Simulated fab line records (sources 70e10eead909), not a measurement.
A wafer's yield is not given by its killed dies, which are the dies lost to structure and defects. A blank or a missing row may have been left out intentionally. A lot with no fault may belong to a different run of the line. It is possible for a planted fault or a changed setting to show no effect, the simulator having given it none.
Chamber matching	flow nandHarc	4 sister chambers for NHARC_THIN_TSV_CMP_01 on cmp-01
The step polishes. 14 wafers are shown with their chamber, then 6 later ones without.

EACH WAFER AND ITS CHAMBER
wafer	chamber	motorCurrentA (A)
L672.2	2	13.0
L672.3	1	12.3
L672.5	3	14.1
L673.3	0	11.1
L673.5	3	14.3
L673.6	2	13.4
L675.2	0	11.6
L675.3	1	12.7
L675.5	2	13.0
L680.3	0	11.1
L680.4	2	13.0
L680.5	0	11.4
L681.2	3	13.6
L681.5	3	13.8

SIGNATURES (averages over the wafers above)
reading	chamber 0	chamber 1	chamber 2	chamber 3	scatter within a chamber
motorCurrentA	11.300	12.500	13.100	13.950	0.259
Rule: a wafer lies at a distance from a chamber equal to the root of the sum of squares, over the readings, of (its reading less the chamber's mean, divided by the reading's scatter). If the next closest chamber is less than 2 further off than the closest, the wafer can't be placed; otherwise it belongs to the closest. The scatter: the root of (the sum of the squares of (reading less its chamber's mean) over the shown wafers, divided by (wafers less chambers)).

WAFERS MISSING THEIR CHAMBER
wafer	motorCurrentA (A)
L681.6	14.2
L684.5	11.1
L684.6	12.8
L693.3	12.7
L693.5	13.7
L693.6	11.8

THE CHAMBER EACH PASSED THROUGH
wafer	from the rows above	in truth
L681.6	3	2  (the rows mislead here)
L684.5	0	0
L684.6	can't be placed: 2 or 1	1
L693.3	can't be placed: 1 or 2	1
L693.5	can't be placed: 3 or 2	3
L693.6	can't be placed: 0 or 1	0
Correct placement for 1 of the 6. These rows do not allow placing 4 (true chamber among the candidates in 4). 1 placed wrongly.
